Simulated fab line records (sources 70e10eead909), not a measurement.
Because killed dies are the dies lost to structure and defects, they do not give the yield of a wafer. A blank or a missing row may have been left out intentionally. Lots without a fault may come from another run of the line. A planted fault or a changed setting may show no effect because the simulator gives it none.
fab line records	flow nandHarc
record lots=11	wafers=33	lastDay=33
route steps=1302 shown A_STAIRCASE@708 END@1302
lots that met no fault: taken from a fault-free run of the same line
startH: hours from the record's first day to the start of the lot's first wafer shown	waitH: how many hours have passed since the lot's step before this one	" unchanged from the row above	L1.1+2: a single row standing in for several wafers	- no value, or no start was given	* or withheld: withheld	< > ~ a bound
route shown NAME@n: a module of which the file shows steps, and the number in the route of the first	usual: mean and standard deviation over wafers with no fault	same: alike in all rows	chamber/n: place in a boat	sites: each site's reading	_std_site: their standard deviation	_edge_site: the outer-site mean with the inner-site mean subtracted	radiusMm: for every site, how far away it sits from the centre of the wafer	mask NAME#n: copy n	behind: the most recent tool/chamber to have shaped the wafer	hold: why the lot went on hold/how many hours it stayed there/how the hold came to an end	device: which transistor (n, p or np) failed to switch	end of line: tests of these same wafers at the route's end	for a step that has no rows: nothing shown but its recipe	killed: at the first sort, the dies lost to defects and structure; wafer yield is something else	map: shows each die of a wafer: x if killed, . if not, _ if none is there
set.NAME: the setting that was run; set.NAME@STEP: the one run at that earlier step	model.NAME: the simulator's own value behind a step, which no gauge read
one table for each step of the route and one row for each wafer, over a sample of lots
services: a tool's chamber out of use, with start hour (startH, from the record's first day; less than 0 if before it), hours out, and reason
## steps
# step NHARC_A_STAIRCASE_ETCH_194
# recipe targetDepthA=1000	timeS=40.5	ionEnergyEv=400	c4f8FlowSccm=20	o2FlowSccm=10	arFlowSccm=withheld	rfW=600	biasW=1000	chemistry=C4F8/O2
# usual chamberPressureMTorr=24.999/0.021	oesProductAu=0.941/0.01	rfVppV=896/5.7
lot.wafer	tool	chamber	startH	waitH	chamberPressureMTorr	oesProductAu	rfHoursCounterH	rfVppV
L337.1	rieDiel-13	0	-	-	25.019	0.944	2	896
L337.6	"	2	"	"	24.999	0.951	-	897
L337.5	"	3	"	"	24.998	0.943	-	892
L342.3	rieDiel-13	3	-	-	24.999	0.936	23	890
L342.5	"	2	"	"	24.980	0.931	-	897
L342.6	"	3	"	"	25.011	0.920	-	891
L350.2	rieDiel-13	2	-	-	24.967	0.939	48	896
L350.5	"	0	"	"	25.005	0.924	-	897
L350.6	"	1	"	"	24.998	0.946	-	886
L351.4	rieDiel-03	3	-	-	25.003	0.941	20	894
L351.5	"	0	"	"	24.993	0.954	-	896
L351.6	"	1	"	"	25.012	0.968	-	904
L353.4	rieDiel-12	0	-	-	25.016	0.950	19	891
L353.2	"	3	"	"	24.984	0.938	20	904
L353.5	"	1	"	"	25.010	0.943	-	905
L354.2	rieDiel-13	1	-	-	24.980	0.953	39	886
L354.3	"	3	"	"	25.015	0.926	57	889
L354.5	"	1	"	"	25.016	0.944	-	885
L355.3	rieDiel-03	1	-	-	25.022	0.954	25	903
L355.6	"	2	"	"	25.009	0.958	-	893
L355.5	"	3	"	"	24.985	0.942	-	894
L357.4	rieDiel-12	0	-	-	25.003	0.947	34	891
L357.2	"	2	"	"	25.017	0.950	42	893
L357.6	"	0	"	"	25.009	0.943	-	891
L358.3	rieDiel-13	1	-	-	25.011	0.961	10	906
L358.6	"	2	"	"	24.994	0.954	-	897
L358.5	"	3	"	"	25.002	0.932	-	891
L359.2	rieDiel-13	1	-	-	25.001	0.949	11	906
L359.3	"	2	"	"	24.984	0.956	15	896
L359.5	"	1	"	"	24.995	0.945	-	905
L360.2	rieDiel-03	1	-	-	25.002	0.929	35	904
L360.3	"	3	"	"	25.056	0.942	38	895
L360.5	"	1	"	"	24.985	0.933	-	904
# step NHARC_A_STAIRCASE_ETCH_201
# recipe targetDepthA=1000	timeS=40.5	ionEnergyEv=400	c4f8FlowSccm=20	o2FlowSccm=10	arFlowSccm=withheld	rfW=600	biasW=1000	chemistry=C4F8/O2
# usual chamberPressureMTorr=25.00/0.031	oesProductAu=0.944/0.013	rfVppV=896/5.7
lot.wafer	tool	chamber	startH	waitH	chamberPressureMTorr	oesProductAu	rfHoursCounterH	rfVppV
L337.1	rieDiel-12	3	-	-	24.99	0.953	35	905
L337.5	"	3	"	"	25.00	0.950	-	905
L337.6	"	0	"	"	25.04	0.942	-	891
L342.3	rieDiel-03	3	-	-	24.98	0.933	38	895
L342.5	"	0	"	"	25.02	0.939	-	898
L342.6	"	1	"	"	25.01	0.942	-	905
L350.2	rieDiel-13	0	-	-	25.00	0.952	29	897
L350.6	"	2	"	"	25.02	0.927	-	895
L350.5	"	3	"	"	24.99	0.944	-	890
L351.4	rieDiel-13	1	-	-	25.02	0.939	37	887
L351.5	"	0	"	"	24.97	0.960	-	896
L351.6	"	1	"	"	24.99	0.953	-	887
L353.2	rieDiel-03	3	-	-	24.97	0.967	22	896
L353.4	"	0	"	"	25.01	0.969	14	896
L353.5	"	2	"	"	24.97	0.953	-	894
L354.2	rieDiel-12	0	-	-	24.98	0.964	20	893
L354.3	"	1	"	"	24.99	0.945	24	905
L354.5	"	2	"	"	24.99	0.957	-	894
L355.3	rieDiel-03	2	-	-	24.99	0.926	15	891
L355.5	"	2	"	"	25.01	0.939	-	893
L355.6	"	3	"	"	24.97	0.942	-	895
L357.2	rieDiel-03	3	-	-	25.02	0.947	36	894
L357.4	"	0	"	"	25.03	0.955	29	896
L357.6	"	2	"	"	25.00	0.954	-	892
L358.3	rieDiel-12	2	-	-	24.99	0.956	48	894
L358.6	"	1	"	"	24.98	0.954	-	904
L358.5	"	2	"	"	24.96	0.967	-	893
L359.3	rieDiel-13	0	-	-	25.02	0.938	16	896
L359.2	"	1	"	"	24.95	0.930	11	905
L359.5	"	0	"	"	25.05	0.945	-	896
L360.2	rieDiel-13	1	-	-	25.02	0.923	11	903
L360.3	"	0	"	"	24.97	0.926	16	897
L360.5	"	1	"	"	25.01	0.931	-	906
# step NHARC_A_STAIRCASE_TRIM_220
# recipe timeS=211.2	o2FlowSccm=500	arFlowSccm=0	biasW=0	chemistry=O2
# usual chamberPressureMTorr=59.99/0.068	drypumpMotorCurrentA=5.9/0.49	oesProductAu=1.000/0.007	rfVppV=57.9/0.87	showerheadPlenumPTorr=3.55/0.15	throttleValvePct=17.037/0.0099
lot.wafer	tool	chamber	startH	waitH	chamberPressureMTorr	drypumpMotorCurrentA	oesProductAu	rfHoursCounterH	rfVppV	showerheadPlenumPTorr	throttleValvePct
L337.1	rieDiel-03	0	362.16	0.1	60.05	6.0	1.004	21	56.9	3.54	17.033
L337.5	"	2	"	"	60.01	5.0	1.006	-	56.7	3.46	17.036
L337.6	"	3	"	"	59.98	6.2	1.013	-	58.3	3.51	17.036
L342.3	rieDiel-13	1	423.98	0.1	60.04	6.5	1.007	14	57.6	3.29	17.036
L342.6	"	1	"	"	59.94	6.5	1.005	-	58.2	3.29	17.037
L342.5	"	2	"	"	60.09	6.0	0.989	-	58.3	3.54	17.050
L350.2	rieDiel-03	0	489.73	0.1	60.02	6.0	0.768	7	58.4	3.52	17.031
L350.6	"	0	"	"	60.07	6.0	0.766	-	58.4	3.52	17.032
L350.5	"	1	"	"	59.95	5.2	1.005	-	58.1	3.77	17.033
L351.4	rieDiel-03	1	513.35	0.2	60.06	5.2	1.001	23	58.2	3.76	17.037
L351.5	"	3	"	"	59.99	6.1	1.003	-	57.7	3.49	17.031
L351.6	"	0	"	"	60.04	6.0	0.763	-	58.6	3.51	17.047
L353.4	rieDiel-12	3	520.19	0.3	60.08	5.9	1.003	21	59.5	3.76	17.040
L353.2	"	1	"	"	60.08	6.3	0.998	24	59.0	3.79	17.045
L353.5	"	3	"	"	60.04	5.9	0.996	-	58.5	3.76	17.038
L354.3	rieDiel-12	1	520.39	0.1	60.07	6.3	0.998	24	59.1	3.79	17.028
L354.2	"	3	"	"	59.99	5.9	0.994	21	58.8	3.76	17.030
L354.5	"	0	"	"	59.91	6.2	0.997	-	57.2	3.40	17.062
L355.3	rieDiel-12	0	535.28	0.2	59.99	6.2	1.000	25	57.4	3.40	17.037
L355.6	"	2	"	"	59.92	6.3	1.015	-	57.0	3.46	17.035
L355.5	"	3	"	"	60.01	5.9	1.001	-	57.9	3.75	17.023
L357.2	rieDiel-03	2	567.03	0.1	60.12	5.0	0.992	23	58.1	3.44	17.025
L357.4	"	3	"	"	59.97	6.2	0.992	36	55.3	3.48	17.038
L357.6	"	0	"	"	60.03	6.0	0.992	-	57.5	3.51	17.025
L358.3	rieDiel-03	0	575.80	0.1	59.86	6.0	1.000	31	59.6	3.50	17.037
L358.5	"	1	"	"	59.98	5.2	1.004	-	58.2	3.76	17.041
L358.6	"	2	"	"	59.89	5.0	0.991	-	56.8	3.43	17.030
L359.3	rieDiel-03	2	580.17	0.1	59.93	5.0	0.997	29	58.8	3.43	17.042
L359.2	"	3	"	"	59.99	6.2	0.998	43	58.7	3.47	17.066
L359.5	"	1	"	"	59.84	5.2	1.001	-	58.2	3.75	17.031
L360.3	rieDiel-03	2	583.24	0.1	60.02	5.0	1.005	30	57.3	3.43	17.032
L360.2	"	0	"	"	59.94	6.0	1.004	34	56.0	3.50	17.041
L360.5	"	2	"	"	59.97	5.0	1.002	-	57.6	3.43	17.034
# step NHARC_A_STAIRCASE_TRIM_224
# recipe timeS=211.2	o2FlowSccm=500	arFlowSccm=0	biasW=0	chemistry=O2
# usual chamberPressureMTorr=60.00/0.054	drypumpMotorCurrentA=5.9/0.49	oesProductAu=0.999/0.0072	rfVppV=57.7/0.95	showerheadPlenumPTorr=3.55/0.16	throttleValvePct=17.037/0.0093
lot.wafer	tool	chamber	startH	waitH	chamberPressureMTorr	drypumpMotorCurrentA	oesProductAu	rfHoursCounterH	rfVppV	showerheadPlenumPTorr	throttleValvePct
L337.1	rieDiel-03	3	-	-	59.94	6.2	1.005	22	57.1	3.51	17.030
L337.5	"	3	"	"	60.07	6.2	1.004	-	58.4	3.51	17.031
L337.6	"	0	"	"	60.04	6.0	0.994	-	57.8	3.54	17.051
L342.3	rieDiel-13	1	-	-	60.06	6.4	0.994	14	56.9	3.29	17.033
L342.6	"	1	"	"	60.07	6.4	0.995	-	58.0	3.29	17.028
L342.5	"	2	"	"	59.96	6.0	0.998	-	57.4	3.54	17.040
L350.2	rieDiel-03	0	-	-	59.99	6.0	0.987	7	56.8	3.52	17.044
L350.6	"	1	"	"	59.91	5.2	0.996	-	58.1	3.77	17.040
L350.5	"	3	"	"	59.98	6.2	0.992	-	58.7	3.49	17.050
L351.4	rieDiel-03	2	-	-	59.96	5.0	0.986	7	58.9	3.44	17.048
L351.6	"	1	"	"	60.02	5.2	0.998	-	58.1	3.76	17.044
L351.5	"	2	"	"	59.98	5.0	0.982	-	56.7	3.44	17.025
L353.2	rieDiel-12	1	-	-	60.05	6.2	0.999	25	57.3	3.79	17.028
L353.4	"	0	"	"	59.86	6.2	0.997	21	57.3	3.40	17.025
L353.5	"	2	"	"	59.98	6.3	0.998	-	57.1	3.47	17.043
L354.2	rieDiel-12	0	-	-	59.91	6.2	0.991	22	57.4	3.40	17.044
L354.3	"	1	"	"	59.97	6.2	0.997	26	56.3	3.79	17.027
L354.5	"	0	"	"	59.99	6.2	0.994	-	56.9	3.40	17.020
L355.3	rieDiel-12	1	-	-	60.02	6.3	1.001	30	59.0	3.79	17.058
L355.5	"	1	"	"	59.95	6.3	1.002	-	59.3	3.79	17.047
L355.6	"	2	"	"	59.93	6.3	1.006	-	57.3	3.46	17.045
L357.4	rieDiel-03	0	-	-	60.07	6.0	1.013	29	57.4	3.51	17.021
L357.2	"	1	"	"	60.09	5.2	1.009	33	59.5	3.76	17.021
L357.6	"	2	"	"	60.09	5.0	1.002	-	57.0	3.44	17.043
L358.3	rieDiel-03	0	-	-	59.99	6.0	1.018	31	58.1	3.50	17.045
L358.5	"	3	"	"	59.94	6.2	1.004	-	57.8	3.48	17.046
L358.6	"	0	"	"	60.04	6.0	1.013	-	57.0	3.50	17.028
L359.2	rieDiel-03	2	-	-	60.03	5.0	0.993	30	57.6	3.43	17.035
L359.3	"	3	"	"	59.98	6.2	0.996	43	59.4	3.47	17.051
L359.5	"	3	"	"	59.97	6.2	0.997	-	56.6	3.47	17.041
L360.2	rieDiel-03	1	-	-	60.02	5.2	1.006	39	58.2	3.75	17.053
L360.3	"	3	"	"	60.08	6.2	1.007	44	58.1	3.47	17.024
L360.5	"	1	"	"	60.06	5.2	1.008	-	57.2	3.75	17.030
# step NHARC_END_SORT_01
# recipe tempC=25
# usual killedAtArray=51/17	killedAtOther=1.6/2.1	killedAtPeriphery=4/3.2	killedDies=57/18	killedOpen=2.9/1.7	killedShort=2.3/1.3
# same grossDies=677
lot.wafer	tool	chamber	startH	waitH	hold	killedAtArray	killedAtOther	killedAtPeriphery	killedDies	killedOpen	killedShort
L337.1	prober-01	0	567.55	2.5	-	63	2	2	67	3	5
L337.5	prober-01	0	570.82	3.8	-	58	0	1	59	1	1
L337.6	prober-01	0	571.64	4.1	-	61	0	0	61	1	3
L342.3	prober-01	0	628.78	3.1	-	67	0	4	71	1	2
L342.5	prober-01	0	630.36	3.7	-	70	0	3	73	3	5
L342.6	prober-01	0	631.15	4.0	-	96	1	5	102	7	2
L350.2	prober-02	0	698.39	2.8	awaitDispo/2.0h/release	665	0	12	677	3	0
L350.5	prober-02	0	700.84	3.8	awaitDispo/2.0h/release	67	0	10	77	1	1
L350.6	prober-02	0	701.65	4.1	awaitDispo/2.0h/release	667	0	10	677	1	2
L354.2	prober-02	0	706.74	2.8	-	54	0	0	54	3	2
L354.3	prober-02	0	707.54	3.1	-	49	0	3	52	4	1
L354.5	prober-02	0	709.14	3.7	-	39	0	1	40	3	1
L351.4	prober-01	0	708.39	3.4	awaitDispo/2.5h/release	21	1	5	27	2	5
L351.5	prober-01	0	709.20	3.7	awaitDispo/2.5h/release	14	0	4	18	2	2
L351.6	prober-01	0	710.00	4.0	awaitDispo/2.5h/release	667	2	8	677	2	3
L353.2	prober-02	0	716.06	2.8	-	62	5	0	67	3	1
L353.4	prober-02	0	717.69	3.4	-	69	3	1	73	2	1
L353.5	prober-02	0	718.50	3.8	-	61	1	0	62	1	3
L355.3	prober-02	0	732.85	3.1	-	47	0	3	50	2	4
L355.5	prober-02	0	734.43	3.6	-	53	1	0	54	3	5
L355.6	prober-02	0	735.21	3.9	-	46	0	4	50	4	3
L359.2	prober-01	0	773.27	2.8	-	44	0	4	48	3	3
L359.3	prober-01	0	774.06	3.1	-	35	1	3	39	2	2
L359.5	prober-01	0	775.65	3.7	-	31	0	3	34	1	1
L357.2	prober-02	0	773.33	2.8	-	53	10	2	65	6	4
L357.4	prober-02	0	774.93	3.4	-	53	2	1	56	4	1
L357.6	prober-02	0	776.53	4.0	-	42	8	2	52	4	1
L360.2	prober-01	0	780.99	2.8	-	36	2	5	43	1	3
L360.3	prober-01	0	781.81	3.1	-	57	2	5	64	3	2
L360.5	prober-01	0	783.43	3.7	-	61	1	2	64	1	2
L358.3	prober-02	0	781.95	3.1	-	36	0	12	48	2	3
L358.5	prober-02	0	783.56	3.7	-	32	0	9	41	3	1
L358.6	prober-02	0	784.36	4.0	-	35	0	7	42	0	1
# killed by level:class
L337.1 A_CHANNEL_HOLE_D1:chamberFilmFlake=25 A_SLIT:chamberFilmFlake=11 A_CHANNEL_HOLE_D2:chamberFilmFlake=8 A_CONTACT:chamberFilmFlake=7 A_ZERO_WELL:chamberFilmFlake=3 A_CONTACT:unspecified=3 P_M0:geometricParticle:open=1 P_M1:geometricParticle:short=1
L337.5 A_CHANNEL_HOLE_D1:chamberFilmFlake=24 A_SLIT:chamberFilmFlake=18 A_CHANNEL_HOLE_D2:chamberFilmFlake=7 A_CONTACT:chamberFilmFlake=6 P_STI:geometricParticle:open=1 A_CHANNEL_FILL_D2:geometricParticle:short=1 A_ZERO_WELL:chamberFilmFlake=1 A_STAIRCASE:chamberFilmFlake=1
L337.6 A_CHANNEL_HOLE_D1:chamberFilmFlake=24 A_SLIT:chamberFilmFlake=20 A_CHANNEL_HOLE_D2:chamberFilmFlake=3 A_CONTACT:chamberFilmFlake=3 A_ZERO_WELL:chamberFilmFlake=2 A_CHANNEL_FILL_D1:chamberFilmFlake=2 A_DECK1_JOINT:chamberFilmFlake=2 A_ONON_D2:geometricParticle:short=1
L342.3 A_SLIT:chamberFilmFlake=24 A_CHANNEL_HOLE_D2:chamberFilmFlake=18 A_CHANNEL_HOLE_D1:chamberFilmFlake=18 P_GATE:chamberFilmFlake=3 A_CONTACT:chamberFilmFlake=2 A_CHANNEL_FILL_D2:geometricParticle:short=1 A_WL_FILL:geometricParticle:short=1 A_CONTACT:geometricParticle:open=1
L342.5 A_SLIT:chamberFilmFlake=22 A_CHANNEL_HOLE_D1:chamberFilmFlake=17 A_CHANNEL_HOLE_D2:chamberFilmFlake=15 A_CONTACT:chamberFilmFlake=7 A_ONON_D1:geometricParticle:short=2 A_ZERO_WELL:chamberFilmFlake=2 P_STI:geometricParticle:short=1 P_GATE:geometricParticle:open=1
L342.6 A_CHANNEL_HOLE_D1:chamberFilmFlake=33 A_CHANNEL_HOLE_D2:chamberFilmFlake=31 A_SLIT:chamberFilmFlake=15 A_STAIRCASE:chamberFilmFlake=4 A_ONON_D2:geometricParticle:open=2 A_ZERO_WELL:chamberFilmFlake=2 A_CONTACT:chamberFilmFlake=2 P_GATE:geometricParticle:open=1
L350.2 A_STAIRCASE:areaTrim=594 A_CHANNEL_HOLE_D1:chamberFilmFlake=24 A_SLIT:chamberFilmFlake=19 A_CONTACT:chamberFilmFlake=11 P_M0:chamberFilmFlake=8 A_WL_FILL:chamberFilmFlake=4 A_CHANNEL_HOLE_D2:chamberFilmFlake=3 A_M0:chamberFilmFlake=3
L350.5 A_CHANNEL_HOLE_D1:chamberFilmFlake=27 A_SLIT:chamberFilmFlake=18 A_CHANNEL_HOLE_D2:chamberFilmFlake=13 A_CONTACT:chamberFilmFlake=6 P_M0:chamberFilmFlake=5 P_STI:chamberFilmFlake=2 P_GATE:chamberFilmFlake=2 A_WL_FILL:geometricParticle:short=1
L350.6 A_STAIRCASE:areaTrim=590 A_CHANNEL_HOLE_D1:chamberFilmFlake=29 A_SLIT:chamberFilmFlake=21 A_CHANNEL_HOLE_D2:chamberFilmFlake=12 A_CONTACT:chamberFilmFlake=10 P_M0:chamberFilmFlake=4 A_WL_FILL:chamberFilmFlake=3 P_ZERO_WELL:chamberFilmFlake=2
L354.2 A_SLIT:chamberFilmFlake=25 A_CHANNEL_HOLE_D2:chamberFilmFlake=17 A_CHANNEL_HOLE_D1:chamberFilmFlake=4 A_CONTACT:chamberFilmFlake=2 A_SOURCE_PLATE:geometricParticle:open=1 A_ONON_D1:geometricParticle:short=1 A_CHANNEL_FILL_D1:geometricParticle:open=1 A_CHANNEL_FILL_D2:geometricParticle:short=1
L354.3 A_SLIT:chamberFilmFlake=19 A_CHANNEL_HOLE_D2:chamberFilmFlake=9 A_CHANNEL_HOLE_D1:chamberFilmFlake=8 A_CHANNEL_FILL_D1:chamberFilmFlake=3 A_CONTACT:chamberFilmFlake=3 P_GATE:chamberFilmFlake=2 A_STAIRCASE:chamberFilmFlake=2 P_GATE:geometricParticle:open=1
L351.4 A_SLIT:chamberFilmFlake=5 A_CHANNEL_HOLE_D1:chamberFilmFlake=4 P_GATE:chamberFilmFlake=3 A_CONTACT:chamberFilmFlake=3 A_CHANNEL_FILL_D2:geometricParticle:open=2 A_CHANNEL_FILL_D2:geometricParticle:short=2 P_M1:chamberFilmFlake=2 A_SOURCE_PLATE:geometricParticle:short=1
L354.5 A_SLIT:chamberFilmFlake=24 A_CHANNEL_HOLE_D2:chamberFilmFlake=5 A_CHANNEL_FILL_D1:chamberFilmFlake=5 P_M0:geometricParticle:open=1 A_ONON_D1:geometricParticle:short=1 A_CHANNEL_FILL_D1:geometricParticle:open=1 A_BLC:geometricParticle:open=1 A_CHANNEL_HOLE_D1:chamberFilmFlake=1
L351.5 A_CHANNEL_HOLE_D1:chamberFilmFlake=4 A_CONTACT:chamberFilmFlake=4 A_SLIT:chamberFilmFlake=2 P_GATE:geometricParticle:open=1 A_CHANNEL_HOLE_D1:geometricParticle:open=1 A_CHANNEL_FILL_D1:geometricParticle:short=1 A_M1:geometricParticle:short=1 P_ZERO_WELL:chamberFilmFlake=1
L351.6 A_STAIRCASE:areaTrim=646 A_CHANNEL_HOLE_D1:chamberFilmFlake=9 P_GATE:chamberFilmFlake=3 A_CONTACT:chamberFilmFlake=3 P_ZERO_WELL:chamberFilmFlake=2 P_M1:chamberFilmFlake=2 A_SLIT:chamberFilmFlake=2 THIN_TSV:chamberFilmFlake=2
L353.2 A_CHANNEL_HOLE_D1:chamberFilmFlake=31 A_SLIT:chamberFilmFlake=24 THIN_TSV:chamberFilmFlake=4 A_ONON_D2:geometricParticle:short=1 A_SGD_CUT:geometricParticle:open=1 A_M0:geometricParticle:open=1 STARTING-WAFER:geometricParticle:open=1 A_CHANNEL_HOLE_D2:chamberFilmFlake=1
L353.4 A_CHANNEL_HOLE_D1:chamberFilmFlake=30 A_SLIT:chamberFilmFlake=30 THIN_TSV:chamberFilmFlake=3 A_CONTACT:chamberFilmFlake=2 P_GATE:geometricParticle:short=1 A_CHANNEL_FILL_D1:geometricParticle:open=1 A_ONON_D2:geometricParticle:open=1 A_CHANNEL_HOLE_D2:chamberFilmFlake=1
L353.5 A_SLIT:chamberFilmFlake=28 A_CHANNEL_HOLE_D1:chamberFilmFlake=23 A_M1:chamberFilmFlake=2 A_CHANNEL_FILL_D1:geometricParticle:short=1 A_CHANNEL_FILL_D1:geometricParticle:open=1 A_CONTACT:chamberFilmFlake=1 A_ONON_D2:geometricParticle:short=1 A_STAIRCASE:geometricParticle:short=1
L355.3 A_SLIT:chamberFilmFlake=21 A_CHANNEL_HOLE_D1:chamberFilmFlake=12 A_DECK1_JOINT:chamberFilmFlake=4 A_CHANNEL_FILL_D1:chamberFilmFlake=2 A_WL_FILL:chamberFilmFlake=2 A_CONTACT:chamberFilmFlake=2 P_CONTACT:geometricParticle:open=1 P_M2:geometricParticle:short=1
L355.5 A_SLIT:chamberFilmFlake=25 A_CHANNEL_HOLE_D1:chamberFilmFlake=13 A_CONTACT:chamberFilmFlake=3 A_CHANNEL_FILL_D1:chamberFilmFlake=3 A_SOURCE_PLATE:geometricParticle:open=1 A_DECK1_JOINT:geometricParticle:open=1 A_DECK1_JOINT:geometricParticle:short=1 A_CHANNEL_FILL_D2:geometricParticle:short=1
L355.6 A_SLIT:chamberFilmFlake=25 A_CHANNEL_HOLE_D1:chamberFilmFlake=11 A_CONTACT:chamberFilmFlake=2 P_GATE:geometricParticle:open=1 P_CONTACT:geometricParticle:open=1 A_CHANNEL_HOLE_D1:geometricParticle:short=1 A_DECK1_JOINT:geometricParticle:open=1 A_CHANNEL_HOLE_D2:geometricParticle:short=1
L359.2 A_CHANNEL_HOLE_D1:chamberFilmFlake=19 A_SLIT:chamberFilmFlake=8 A_CHANNEL_FILL_D2:chamberFilmFlake=5 P_STI:chamberFilmFlake=3 A_DECK1_JOINT:geometricParticle:short=2 A_STAIRCASE:chamberFilmFlake=2 A_CONTACT:chamberFilmFlake=2 P_CONTACT:geometricParticle:short=1
L357.2 A_CHANNEL_HOLE_D2:chamberFilmFlake=17 A_SLIT:chamberFilmFlake=12 A_CHANNEL_HOLE_D1:chamberFilmFlake=11 THIN_TSV:chamberFilmFlake=9 A_CONTACT:chamberFilmFlake=3 A_STAIRCASE:chamberFilmFlake=2 P_CONTACT:geometricParticle:open=1 P_M0:geometricParticle:open=1
L359.3 A_CHANNEL_HOLE_D1:chamberFilmFlake=15 A_SLIT:chamberFilmFlake=6 A_CHANNEL_HOLE_D2:chamberFilmFlake=2 A_CHANNEL_FILL_D2:chamberFilmFlake=2 A_STAIRCASE:chamberFilmFlake=2 A_CONTACT:chamberFilmFlake=2 A_M1:chamberFilmFlake=2 P_CONTACT:geometricParticle:short=1
L357.4 A_SLIT:chamberFilmFlake=19 A_CHANNEL_HOLE_D2:chamberFilmFlake=12 A_CONTACT:chamberFilmFlake=9 A_CHANNEL_HOLE_D1:chamberFilmFlake=7 THIN_TSV:chamberFilmFlake=2 P_M0:geometricParticle:open=1 A_CHANNEL_FILL_D2:geometricParticle:short=1 A_WL_FILL:geometricParticle:open=1
L359.5 A_CHANNEL_HOLE_D1:chamberFilmFlake=14 A_SLIT:chamberFilmFlake=6 A_STAIRCASE:chamberFilmFlake=3 P_STI:chamberFilmFlake=2 A_M1:chamberFilmFlake=2 A_ONON_D2:geometricParticle:short=1 A_BLC:geometricParticle:open=1 P_ZERO_WELL:chamberFilmFlake=1
L357.6 A_SLIT:chamberFilmFlake=15 A_CHANNEL_HOLE_D2:chamberFilmFlake=8 A_CONTACT:chamberFilmFlake=8 THIN_TSV:chamberFilmFlake=8 A_CHANNEL_HOLE_D1:chamberFilmFlake=6 P_M0:geometricParticle:open=1 P_M2:geometricParticle:open=1 A_DECK1_JOINT:geometricParticle:open=1
L360.2 A_SLIT:chamberFilmFlake=18 A_CHANNEL_HOLE_D2:chamberFilmFlake=9 A_CONTACT:chamberFilmFlake=3 P_ZERO_WELL:chamberFilmFlake=2 A_ZERO_WELL:chamberFilmFlake=2 THIN_TSV:chamberFilmFlake=2 P_CONTACT:geometricParticle:short=1 A_SOURCE_PLATE:geometricParticle:short=1
L360.3 A_SLIT:chamberFilmFlake=26 A_CHANNEL_HOLE_D2:chamberFilmFlake=18 A_ZERO_WELL:chamberFilmFlake=4 A_CONTACT:chamberFilmFlake=3 P_STI:chamberFilmFlake=2 THIN_TSV:chamberFilmFlake=2 P_STI:geometricParticle:open=1 A_CHANNEL_FILL_D1:geometricParticle:short=1
L358.3 A_CHANNEL_HOLE_D1:chamberFilmFlake=10 A_CONTACT:chamberFilmFlake=7 P_GATE:chamberFilmFlake=7 A_STAIRCASE:chamberFilmFlake=7 A_SLIT:chamberFilmFlake=6 P_CONTACT:chamberFilmFlake=2 A_ONON_D2:geometricParticle:open=2 A_M1:chamberFilmFlake=2
L360.5 A_SLIT:chamberFilmFlake=28 A_CHANNEL_HOLE_D2:chamberFilmFlake=22 A_CONTACT:chamberFilmFlake=5 A_CHANNEL_HOLE_D1:chamberFilmFlake=2 A_CHANNEL_FILL_D1:geometricParticle:open=1 A_CHANNEL_FILL_D1:geometricParticle:short=1 A_ONON_D2:geometricParticle:short=1 P_STI:chamberFilmFlake=1
L358.5 A_CHANNEL_HOLE_D1:chamberFilmFlake=11 P_GATE:chamberFilmFlake=7 A_STAIRCASE:chamberFilmFlake=5 A_CONTACT:chamberFilmFlake=4 A_SLIT:chamberFilmFlake=3 A_CHANNEL_HOLE_D2:chamberFilmFlake=3 A_WL_FILL:chamberFilmFlake=2 P_M1:geometricParticle:open=1
L358.6 A_CHANNEL_HOLE_D1:chamberFilmFlake=12 A_SLIT:chamberFilmFlake=7 A_CONTACT:chamberFilmFlake=6 P_GATE:chamberFilmFlake=4 A_STAIRCASE:chamberFilmFlake=4 P_CONTACT:chamberFilmFlake=3 A_WL_FILL:chamberFilmFlake=3 A_SOURCE_PLATE:geometricParticle:short=1
## services
tool	chamber	startH	hours	kind
rieDiel-03	0	339.38	-	clean
rieDiel-03	1	339.38	-	clean
rieDiel-03	2	339.38	-	clean
rieDiel-03	3	339.38	-	clean
rieDiel-13	-	342.08	9.0	pm
rieDiel-13	1	358.12	7.6	repair
rieDiel-13	3	361.39	11.8	repair
rieDiel-03	0	363.88	-	clean
rieDiel-03	1	363.88	-	clean
rieDiel-03	2	363.88	-	clean
rieDiel-03	3	363.88	-	clean
rieDiel-13	1	377.44	22.5	repair
rieDiel-03	0	388.38	-	clean
rieDiel-03	1	388.38	-	clean
rieDiel-13	0	393.35	49.3	repair
rieDiel-13	1	441.15	3.3	repair
rieDiel-12	-	446.18	9.0	pm
rieDiel-13	1	448.55	5.9	repair
rieDiel-03	-	458.33	9.0	pm
rieDiel-12	-	488.80	1.9	repair
rieDiel-12	2	505.50	4.2	repair
rieDiel-13	-	519.08	9.0	pm
rieDiel-03	1	519.91	10.9	repair
rieDiel-03	3	561.84	2.6	repair
## key
firstSign step=NHARC_A_STAIRCASE_TRIM_220	reading=oesProductAu	direction=down	sigmas=34	usual=1.000	struck=0.766
effect step=NHARC_END_SORT_01	reading=killedAtArray	direction=up	sigmas=35	usual=51	struck=666
moreKillsBornAt NHARC_A_STAIRCASE_TRIM_220@rieDiel-03=1830
metAt NHARC_A_STAIRCASE_TRIM_220
struckLots L350,L351
struckWafers L350.2,L350.6,L351.6
laterRowsLeftOut L350.2,L350.6,L351.6
testerLeftOut L350,L351
notActingAt NHARC_A_STAIRCASE_ETCH_194,NHARC_A_STAIRCASE_ETCH_201,NHARC_A_STAIRCASE_TRIM_224
onsetBetween 362.16 489.73
fault kind=processParameterDrift	tool=rieDiel-03	chamber=0	onsetH=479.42	steps=NHARC_A_STAIRCASE_TRIM_220	channel=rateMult	offset=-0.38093	shape=step	endH=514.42
# testerLeftOut: of these lots the tester's yield and bins aren't shown, on N5 and GAA mostly nor the transistor test; their killed dies are dies lost to structure and defects alone, not to doping, threshold or leakage, so they don't give the yield
# laterRowsLeftOut: the simulator's readings of these wafers behind a module that went badly wrong aren't trusted and aren't shown, but for the sort
